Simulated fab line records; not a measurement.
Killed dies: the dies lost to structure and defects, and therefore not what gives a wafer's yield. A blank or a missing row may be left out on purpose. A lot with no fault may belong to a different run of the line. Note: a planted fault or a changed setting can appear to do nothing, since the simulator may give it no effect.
What tool caused it? ; flow n5Finfet ; 24 lots with 72 wafers sampled at 4 steps, on a route of 1938 steps

WHAT THE GAUGES SHOWED, per wafer
N5_BEOL_M5_INSPECT_58: inspects for defects (darkfield).
lot;measured;on;rawDefectCount
L075;day 8 20:43;defectInspect-01;126 94 58
L074;day 9 04:09;defectInspect-02;55 57 76
L076;day 9 03:58;defectInspect-02;90 65 110
L077;day 9 14:11;defectInspect-02;40 58 55
L079;day 10 07:17;defectInspect-02;84 73 61
L078;day 10 12:08;defectInspect-02;156 53 113
L082;day 10 13:45;defectInspect-01;59 78 119
L080;day 10 15:00;defectInspect-01;34 41 48
L081;day 10 19:49;defectInspect-01;41 33 62
L083;day 10 21:12;defectInspect-02;96 91 89
L084;day 10 23:16;defectInspect-02;41 54 37
L085;day 11 08:11;defectInspect-01;102 53 49
L086;day 11 20:34;defectInspect-01;82 90 46
L087;day 12 01:43;defectInspect-02;69 87 51
L088;day 12 07:44;defectInspect-02;111 94 105
L089;day 12 12:05;defectInspect-01;86 93 103
L090;day 12 18:14;defectInspect-01;99 73 122
L091;day 12 20:50;defectInspect-01;101 74 53
L092;day 13 02:52;defectInspect-02;124 71 71
L095;day 13 19:11;defectInspect-01;70 60 76
L093;day 13 22:13;defectInspect-02;98 50 62
L094;day 14 05:35;defectInspect-01;47 41 33
L096;day 14 09:48;defectInspect-01;59 86 68
L097;day 14 12:52;defectInspect-02;46 76 75

WHICH TOOL RAN EACH LOT (tool, then ch and the chambers of the sampled wafers, then the start)
lot;N5_BEOL_M5_ETCH_68;N5_BEOL_M5_PRE_CLEAN_45;N5_BEOL_M5_ANNEAL_51
L075;rieDiel-05 ch 0,2, day 8 13:08;pvdSputter-03, day 8 14:36;rtpAnneal-02 ch 0, day 8 19:51
L074;rieDiel-03 ch 2,3, day 8 19:13;pvdSputter-02, day 8 21:52;rtpAnneal-02 ch 0, day 9 03:05
L076;rieDiel-06 ch 0,3, day 8 19:37;pvdSputter-02, day 8 21:56;rtpAnneal-01 ch 0, day 9 03:05
L077;rieDiel-06 ch 0,1,2, day 9 05:46;pvdSputter-01, day 9 07:59;rtpAnneal-01 ch 0, day 9 13:16
L079;rieDiel-06 ch 0,2,3, day 9 23:42;pvdSputter-03, day 10 00:49;rtpAnneal-01 ch 0, day 10 06:16
L078;rieDiel-03 ch 0,2, day 10 05:13;pvdSputter-03, day 10 06:07;rtpAnneal-02 ch 0, day 10 11:16
L082;rieDiel-06 ch 0,1, day 10 05:20;pvdSputter-02, day 10 06:34;rtpAnneal-01 ch 0, day 10 12:58
L080;rieDiel-03 ch 0,1, day 10 05:37;pvdSputter-02, day 10 06:38;rtpAnneal-02 ch 0, day 10 14:09
L081;rieDiel-06 ch 0,1, day 10 12:32;pvdSputter-02, day 10 13:46;rtpAnneal-02 ch 0, day 10 18:55
L083;rieDiel-03 ch 0,1,2, day 10 12:59;pvdSputter-01, day 10 13:57;rtpAnneal-02 ch 0, day 10 20:14
L084;rieDiel-05 ch 0,3, day 10 14:01;pvdSputter-03, day 10 16:16;rtpAnneal-01 ch 0, day 10 22:23
L085;rieDiel-05 ch 0,1,3, day 10 23:20;pvdSputter-03, day 11 02:05;rtpAnneal-01 ch 0, day 11 07:17
L086;rieDiel-05 ch 0,1,2, day 11 11:22;pvdSputter-01, day 11 12:33;rtpAnneal-01 ch 0, day 11 18:10
L087;rieDiel-05 ch 0,1,3, day 11 17:12;pvdSputter-02, day 11 18:35;rtpAnneal-02 ch 0, day 12 00:46
L088;rieDiel-06 ch 2,3, day 11 23:48;pvdSputter-01, day 12 01:10;rtpAnneal-01 ch 0, day 12 06:53
L089;rieDiel-05 ch 1,2,3, day 12 03:00;pvdSputter-02, day 12 04:27;rtpAnneal-02 ch 0, day 12 11:08
L090;rieDiel-03 ch 0,2,3, day 12 10:50;pvdSputter-03, day 12 11:43;rtpAnneal-02 ch 0, day 12 17:25
L091;rieDiel-05 ch 0,1,2, day 12 13:25;pvdSputter-01, day 12 14:35;rtpAnneal-01 ch 0, day 12 19:56
L092;rieDiel-06 ch 0,1,2, day 12 19:50;pvdSputter-02, day 12 20:46;rtpAnneal-01 ch 0, day 13 01:56
L095;rieDiel-05 ch 0,1,3, day 13 11:50;pvdSputter-03, day 13 13:04;rtpAnneal-02 ch 0, day 13 18:21
L093;rieDiel-05 ch 0,1, day 13 13:37;pvdSputter-02, day 13 14:35;rtpAnneal-01 ch 0, day 13 21:20
L094;rieDiel-05 ch 3, day 13 21:37;pvdSputter-03, day 13 23:35;rtpAnneal-01 ch 0, day 14 04:43
L096;rieDiel-06 ch 0,1,2, day 14 01:40;pvdSputter-03, day 14 03:38;rtpAnneal-02 ch 0, day 14 08:55
L097;rieDiel-03 ch 1,2,3, day 14 03:04;pvdSputter-02, day 14 06:48;rtpAnneal-02 ch 0, day 14 12:05
- N5_BEOL_M5_ETCH_68: etches SOC in N2/H2, target depth 80 nm, overetch 16 nm, time 120 s.
- N5_BEOL_M5_PRE_CLEAN_45: time 30 s.
- N5_BEOL_M5_ANNEAL_51: time 90 s.

WHAT THE TOOLS THEMSELVES READ (means of the sampled wafers that have a number; where no wafer has one, the mark that the record gives instead)
N5_BEOL_M5_ETCH_68.
lot;tool;drypumpMotorCurrentA (A);oesProductAu (a.u.);rfVppV (V);showerheadPlenumPTorr (Torr);throttleValvePct (%)
L075;rieDiel-05;5.25;0.59;524.7;2.62;18.05
L074;rieDiel-03;5.19;0.53;524.0;2.59;18.18
L076;rieDiel-06;5.17;0.56;525.2;2.63;17.93
L077;rieDiel-06;5.49;0.62;525.9;2.61;17.95
L079;rieDiel-06;5.43;0.56;523.9;2.59;18.13
L078;rieDiel-03;5.48;0.53;524.0;2.50;17.91
L082;rieDiel-06;5.22;0.61;526.3;2.65;17.76
L080;rieDiel-03;5.50;0.59;525.1;2.62;17.57
L081;rieDiel-06;5.19;0.61;526.5;2.64;17.77
L083;rieDiel-03;5.48;0.56;524.9;2.56;17.75
L084;rieDiel-05;5.22;0.62;524.2;2.56;17.93
L085;rieDiel-05;5.29;0.65;524.3;2.54;17.74
L086;rieDiel-05;5.39;0.70;524.9;2.57;17.63
L087;rieDiel-05;5.28;0.65;524.1;2.54;17.74
L088;rieDiel-06;5.70;0.55;522.7;2.54;18.35
L089;rieDiel-05;5.48;0.63;523.5;2.53;17.68
L090;rieDiel-03;5.46;0.66;523.5;2.54;17.67
L091;rieDiel-05;5.41;0.69;525.2;2.56;17.64
L092;rieDiel-06;5.46;0.59;524.5;2.60;17.97
L095;rieDiel-05;5.26;0.64;523.4;2.53;17.77
L093;rieDiel-05;5.34;0.67;522.5;2.52;17.58
L094;rieDiel-05;5.32;0.54;523.6;2.51;18.02
L096;rieDiel-06;5.46;0.58;525.4;2.60;18.00
L097;rieDiel-03;5.23;0.65;525.3;2.59;17.73

N5_BEOL_M5_PRE_CLEAN_45.
lot;tool;heaterPowerW (W)
L075;pvdSputter-03;345
L074;pvdSputter-02;369
L076;pvdSputter-02;349
L077;pvdSputter-01;337
L079;pvdSputter-03;348
L078;pvdSputter-03;322
L082;pvdSputter-02;352
L080;pvdSputter-02;355
L081;pvdSputter-02;354
L083;pvdSputter-01;319
L084;pvdSputter-03;324
L085;pvdSputter-03;301
L086;pvdSputter-01;321
L087;pvdSputter-02;337
L088;pvdSputter-01;334
L089;pvdSputter-02;365
L090;pvdSputter-03;346
L091;pvdSputter-01;320
L092;pvdSputter-02;363
L095;pvdSputter-03;353
L093;pvdSputter-02;367
L094;pvdSputter-03;301
L096;pvdSputter-03;325
L097;pvdSputter-02;367

N5_BEOL_M5_ANNEAL_51.
lot;tool;wafer_temp_C_max
L075;rtpAnneal-02;226.5
L074;rtpAnneal-02;226.4
L076;rtpAnneal-01;226.8
L077;rtpAnneal-01;226.4
L079;rtpAnneal-01;226.6
L078;rtpAnneal-02;226.5
L082;rtpAnneal-01;226.3
L080;rtpAnneal-02;226.5
L081;rtpAnneal-02;226.5
L083;rtpAnneal-02;226.6
L084;rtpAnneal-01;226.8
L085;rtpAnneal-01;226.7
L086;rtpAnneal-01;226.7
L087;rtpAnneal-02;226.3
L088;rtpAnneal-01;226.6
L089;rtpAnneal-02;226.6
L090;rtpAnneal-02;226.2
L091;rtpAnneal-01;226.4
L092;rtpAnneal-01;226.7
L095;rtpAnneal-02;226.8
L093;rtpAnneal-01;226.5
L094;rtpAnneal-01;226.2
L096;rtpAnneal-02;226.6
L097;rtpAnneal-02;226.3

THE ANSWER, worked out from the rows above alone
Rule: the usual values come from the lots themselves. Put in order of their means at a reading, lots are off if they are a third of the lots or fewer, leave a main group of 4 or more, and stand apart from it by a gap of 3 or more times the standard deviation of the main group's means; of several such gaps the widest counts. A main group is skipped when, at the precision printed for the reading in the tables above, its means are all equal. Also off: a lot with no number at a reading for which 4 or more lots have one. All remaining lots with rows at the step are treated as sound. First the gauges in route order, then the tools' own readings, where a lot's mean is used as printed above. The first step at which some lot is off is used, and at that step the reading that is off furthest; a lot without a number counts as furthest.
None of the lots is off at any reading shown; this tells nothing.

WHAT THE SIMULATOR HAD PUT IN
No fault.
